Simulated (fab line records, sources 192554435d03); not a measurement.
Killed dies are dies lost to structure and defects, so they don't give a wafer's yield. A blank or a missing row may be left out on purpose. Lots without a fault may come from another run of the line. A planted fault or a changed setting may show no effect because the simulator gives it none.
Split-lot experiment | flow n5_finfet | 7 lots, 21 wafers read, on a route of 1938 steps

THE SPLIT
At N5_BEOL_M5_ETCH_72 (etches underlayer in N2/H2, target depth 6.5 nm, time 5.2 s), the setting bias_w was moved away from the recipe's 150 W on 7 of the 21 wafers read, by -15.1% to +11.3%. The other wafers ran this setting at the recipe's value.

The reading is taken at the split's own step.

THE READING
rf_vpp_V, in V, at N5_BEOL_M5_ETCH_72 (etches underlayer in N2/H2, target depth 6.5 nm, time 5.2 s). Fault-free wafers of this fab line usually give 523 V, standard deviation 3 V.

wafer  | tool, chamber at the split | bias_w as run, W | against the recipe | rf_vpp_V, V | against lot-mates on the recipe
L080.1 | rie_diel-02, 2             | 129.5            | -13.7%             | 475         | -43
L080.3 | rie_diel-02, 0             | 150              | recipe             | 518         | -
L080.6 | rie_diel-02, 0             | 129.5            | -13.7%             | 473         | -45
L082.2 | rie_diel-04, 3             | 150              | recipe             | 523         | -
L082.4 | rie_diel-04, 2             | 166.9            | +11.3%             | 563         | +38
L082.6 | rie_diel-04, 2             | 150              | recipe             | 526         | -
L083.2 | rie_diel-03, 1             | 150              | recipe             | 526         | -
L083.3 | rie_diel-03, 3             | 127.3            | -15.1%             | 474         | -52
L083.5 | rie_diel-03, 2             | 127.3            | -15.1%             | 474         | -52
L084.3 | rie_diel-04, 1             | 161.6            | +7.7%              | 549         | +30
L084.4 | rie_diel-04, 3             | 150              | recipe             | 522         | -
L084.5 | rie_diel-04, 0             | 150              | recipe             | 517         | -
L088.1 | rie_diel-03, 0             | 150              | recipe             | 524         | -
L088.3 | rie_diel-03, 1             | 150              | recipe             | 527         | -
L088.5 | rie_diel-03, 1             | 150              | recipe             | 524         | -
L097.1 | rie_diel-03, 1             | 150              | recipe             | 527         | -
L097.4 | rie_diel-03, 2             | 137.5            | -8.3%              | 497         | -29
L097.6 | rie_diel-03, 2             | 150              | recipe             | 525         | -
L096.1 | rie_diel-02, 0             | 150              | recipe             | 520         | -
L096.2 | rie_diel-02, 1             | 150              | recipe             | 523         | -
L096.5 | rie_diel-02, 1             | 150              | recipe             | 521         | -

THE FIT
A straight line over all 21 wafers: rf_vpp_V changes by +3.4 V for each +1% of bias_w; r = +0.99; the points scatter about the line by 2.9 V.
The same after taking each lot's own level away (the mean of its wafers on the recipe; 21 wafers): +3.4 V for each +1%; r = +1.00; scatter 1.7 V.
On that fit, the largest move of bias_w shifts the reading by 51 V.
The lots' own levels span 518.0 to 526.0 V, that is 2.7 times the standard deviation above.
So the lot-to-lot level changes the slope little: the two slopes agree.
Check: with one of the wafers moved furthest among these (-15.1%) left out of the fit, the line predicts -50.8 V for it against its lot-mates. It came out at -52 V against them.
Tool readings at the split's step, against how far the setting was moved: etch_rf_on_time_s r = -0.91; rf_vpp_V r = +0.99.

OTHER SPLITS ON THESE WAFERS
These wafers also went through other splits before the reading. Each is held against what the fit with the lots' levels taken away leaves over:
other split on the same wafers   | wafers away from the commonest value | r with rf_vpp_V (lot level and that fit taken away)
N5_BEOL_M2_DESCUM_33 time_s      | 10                                   | +0.06
N5_BEOL_M2_VIA_ETCH_34 source_w  | 9                                    | +0.14
N5_BEOL_M2_TRENCH_ETCH_37 bias_w | 7                                    | +0.29
N5_BEOL_M4_PECVD_72 time_s       | 11                                   | -0.38
N5_BEOL_M4_TRENCH_ETCH_37 time_s | 3                                    | +0.42

THE WHOLE CHAIN: every reading that the file lists as answering this split, in the file's order
step               | what it does                                                | reading           | change (the file's fit)              | r (the file's)
N5_BEOL_M5_ETCH_72 | etches underlayer in N2/H2, target depth 6.5 nm, time 5.2 s | etch_rf_on_time_s | withheld for each +1% of the setting | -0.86
N5_BEOL_M5_ETCH_72 | etches underlayer in N2/H2, target depth 6.5 nm, time 5.2 s | rf_vpp_V          | +3.41 V for each +1% of the setting  | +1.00

THE FILE'S OWN FIT
rf_vpp_V changes by +3.41 V for each +1% of bias_w, r = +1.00.
